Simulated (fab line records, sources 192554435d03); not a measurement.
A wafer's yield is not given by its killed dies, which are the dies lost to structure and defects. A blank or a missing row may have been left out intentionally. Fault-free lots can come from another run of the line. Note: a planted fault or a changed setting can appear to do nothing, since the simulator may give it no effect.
Comparing a struck lot with a sound one / flow n5_finfet / 36 steps out of a route of 1938
Sound: these wafers, L491.3, L491.4, L491.6. Wafers L478.2, L478.3, L478.6 were the ones struck. The cause is given at the end.
Order at every step that has rows: each side's tool, ch and its chambers, its first start. Under that, the readings that differ: sound wafers / struck wafers / difference of the means / sigmas: that difference in standard deviations of wafers without a fault.
alike: same words and numbers on both sides, and readings whose means sit less than 2 such deviations apart. not compared: any withheld reading, any reading some wafer has no value for, any bound like >300 that may hide the same value, and any number with overlapping values for which the record gives no deviation.
A row with sigmas, a row that says differs or no value, or rows on one side alone: a step with any of these is where the two part. Numbers that don't overlap but have no deviation are shown without sigmas and don't part them. A reading that every wafer of one side lacks parts them only if that side has two wafers or more.

first, 9 steps without rows for these wafers: N5_BEOL_M4_ANNEAL_95 (time 240 s); N5_BEOL_M4_SPUTTER_96 (material Cu, target thk 4.5 nm, time 8.29 s); N5_BEOL_M4_ECD_50 (material Cu, target thk 300 nm); N5_BEOL_M4_ANNEAL_51 (time 90 s); N5_BEOL_M4_CMP_52 (polishes, stops on SiOC, t overpolish 6.8 s, target thk 40 nm); N5_BEOL_M4_PRE_CLEAN_60 (time 15 s); N5_BEOL_M4_CO_CAP_55 (material Co, precursor CCTBA/H2, target thk 2 nm, time 102.1 s); N5_BEOL_M4_PRE_CLEAN_56 (time 15 s); N5_BEOL_M4_DEP_57 (deposits SiCN from 3MS/NH3, target thk 8 nm, time 14 s).
N5_BEOL_M4_RC_MEAS_101:
  sound on prober-02 ch 0, day 12 10:41; struck on prober-02 ch 0, day 9 20:25
  alike: DIBL_N, DIBL_P, IOFF_N, IOFF_P, ION_N, ION_P, SS_N, SS_P, VT_N, VT_P
then, 24 steps without rows for these wafers: N5_BEOL_M5_ILD_DEP_00 (deposits SiCOH lowk from DEMS/porogen, target thk 140.64 nm, time 25.9 s); N5_BEOL_M5_CURE_79 (cures SiCOH lowk, time 240 s); N5_BEOL_M5_PECVD_70 (deposits SiO2 from TEOS/O2, target thk 16 nm, time 18 s); N5_BEOL_M5_HM_DEP_02 (deposits TiN, target thk 20 nm); N5_BEOL_M5_COAT_59 (time 60 s, resist thk 60 nm); N5_BEOL_M5_COAT_60 (time 60 s, resist thk 12 nm); N5_BEOL_M5_COAT_71 (time 60 s, resist thk 5 nm); N5_BEOL_M5_COAT_05 (resist thk 30 nm); N5_BEOL_M5_EBR_07; N5_BEOL_M5_SOFTBAKE_06 (time 60 s); N5_BEOL_M5_EXPOSE_08 (exposes mask M5, target cd 28 nm); N5_BEOL_M5_PEB_09 (peb time 60 s); N5_BEOL_M5_DEVELOP_10 (develop time 30 s); N5_BEOL_M5_DESCUM_16 (chemistry O2, time 7 s); N5_BEOL_M5_ETCH_72 (etches underlayer in N2/H2, target depth 6.5 nm, time 5.2 s); N5_BEOL_M5_ETCH_61 (etches SiARC in CF4, target depth 15.6 nm, time 26 s); N5_BEOL_M5_ETCH_62 (etches SOC in N2/H2, target depth 75 nm, overetch 15 nm, time 112.5 s); N5_BEOL_M5_STRIP_63 (strips in N2/H2); N5_BEOL_M5_STRIP_73 (strips in N2/H2); N5_BEOL_M5_STRIP_64 (strips in CF4); N5_BEOL_M5_HM_OPEN_17 (chemistry Cl2/BCl3, target TiN, target depth 20 nm, overetch 6 nm); N5_BEOL_M5_STRIP_19 (strips in O2); N5_BEOL_M5_COAT_65 (time 60 s, resist thk 60 nm); N5_BEOL_M5_COAT_66 (time 60 s, resist thk 12 nm).
-- record jumps: 3 days separate the struck wafers' starts on either side; left off in module BEOL_M5, taken up again in module BEOL_M14, whose first shown step is the route's number 1756 --
N5_BEOL_M14_STRIP_37: strips in O2.
  sound on rie_diel-04 ch 0,1, day 16 02:16; struck on rie_diel-05 ch 0,1,2, day 13 07:40
  no value came back on the struck wafers for any of 7 readings (bias_power_w (W), chamber_pressure_mTorr (mTorr) and others); on the sound wafers bias_power_w (W) reads 0 0 0
  not compared: rf_hours_counter_h
N5_PASSIVATION_PROBE_49:
  only the struck wafers here have rows in the record (prober-02, day 14 06:08); the sound ones have none

WHERE THEY PART
At N5_BEOL_M14_STRIP_37 first; at N5_PASSIVATION_PROBE_49 last (within this record only).

WHY: what the simulator had put in
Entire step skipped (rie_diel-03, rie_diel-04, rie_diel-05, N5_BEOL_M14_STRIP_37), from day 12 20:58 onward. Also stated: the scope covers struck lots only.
